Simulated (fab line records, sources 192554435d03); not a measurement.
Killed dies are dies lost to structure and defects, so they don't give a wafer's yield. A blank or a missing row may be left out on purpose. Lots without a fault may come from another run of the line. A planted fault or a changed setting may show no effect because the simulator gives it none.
Chamber matching | flow n5_finfet | N5_FIN_CUT_CUT_ETCH_26 on rie_diel-01: 4 sister chambers
The step etches SiNx in CH3F/O2, target depth 39 nm, time 55.7 s. 22 wafers are shown with their chamber, then 11 later ones without.

WAFERS WITH THEIR CHAMBER
wafer  | chamber | showerhead_plenum_p_Torr (Torr) | drypump_motor_current_A (A) | throttle_valve_pct (%)
L079.1 | 2       | 2.09                            | 6.0                         | 16.52
L079.2 | 1       | 2.04                            | 6.5                         | 16.06
L079.3 | 0       | 1.93                            | 6.1                         | 16.47
L079.4 | 3       | 1.93                            | 5.0                         | 16.36
L079.5 | 3       | 1.93                            | 5.0                         | 16.35
L079.6 | 0       | 1.93                            | 6.0                         | 16.46
L083.2 | 2       | 2.09                            | 5.9                         | 16.54
L083.5 | 2       | 2.09                            | 6.0                         | 16.53
L083.6 | 0       | 1.93                            | 6.0                         | 16.49
L086.1 | 3       | 1.92                            | 4.9                         | 16.38
L086.2 | 0       | 1.93                            | 6.1                         | 16.50
L086.3 | 2       | 2.09                            | 5.9                         | 16.55
L086.4 | 1       | 2.03                            | 6.5                         | 16.07
L086.5 | 3       | 1.92                            | 5.0                         | 16.39
L086.6 | 2       | 2.09                            | 6.0                         | 16.56
L089.2 | 2       | 2.08                            | 5.9                         | 16.55
L089.3 | 1       | 2.03                            | 6.5                         | 16.09
L089.6 | 3       | 1.92                            | 5.0                         | 16.39
L091.2 | 2       | 2.08                            | 6.0                         | 16.55
L091.4 | 1       | 2.03                            | 6.5                         | 16.08
L091.5 | 2       | 2.08                            | 6.0                         | 16.56
L095.2 | 2       | 2.08                            | 6.0                         | 16.58

SIGNATURES (means of the wafers above)
reading                  | chamber 0 | chamber 1 | chamber 2 | chamber 3 | scatter within a chamber
showerhead_plenum_p_Torr | 1.9300    | 2.0325    | 2.0856    | 1.9240    | 0.00481
drypump_motor_current_A  | 6.050     | 6.500     | 5.967     | 4.980     | 0.0459
throttle_valve_pct       | 16.4800   | 16.0750   | 16.5489   | 16.3740   | 0.0172
Rule: a wafer's distance from a chamber is the root of the sum, over the readings, of the square of ((its reading less the chamber's mean) divided by the reading's scatter). The wafer belongs to the nearest chamber; if the next one is less than 2 further off, it can't be placed. The scatter: the root of (the sum of the squares of (reading less its chamber's mean) over the shown wafers, divided by (wafers less chambers)).

WAFERS WITHOUT THEIR CHAMBER
wafer  | showerhead_plenum_p_Torr (Torr) | drypump_motor_current_A (A) | throttle_valve_pct (%)
L095.3 | 1.92                            | 6.0                         | 16.51
L095.5 | 2.08                            | 6.0                         | 16.59
L096.2 | 1.92                            | 5.0                         | 16.42
L096.4 | 2.03                            | 6.5                         | 16.11
L096.6 | 1.92                            | 6.0                         | 16.51
L097.1 | 2.08                            | 6.0                         | 16.60
L097.2 | 2.02                            | 6.5                         | 16.11
L097.3 | 1.92                            | 6.0                         | 16.53
L097.4 | 1.92                            | 5.0                         | 16.41
L097.5 | 1.92                            | 5.0                         | 16.42
L097.6 | 2.08                            | 6.0                         | 16.59

WHICH CHAMBER EACH WENT THROUGH
wafer  | from the rows above | in truth
L095.3 | 0                   | 0
L095.5 | 2                   | 2
L096.2 | 3                   | 3
L096.4 | 1                   | 1
L096.6 | 0                   | 0
L097.1 | 2                   | 2
L097.2 | 1                   | 1
L097.3 | 0                   | 0
L097.4 | 3                   | 3
L097.5 | 3                   | 3
L097.6 | 2                   | 2
Placed correctly: 11 of 11. Can't be placed from these rows: 0. Placed wrongly: 0.
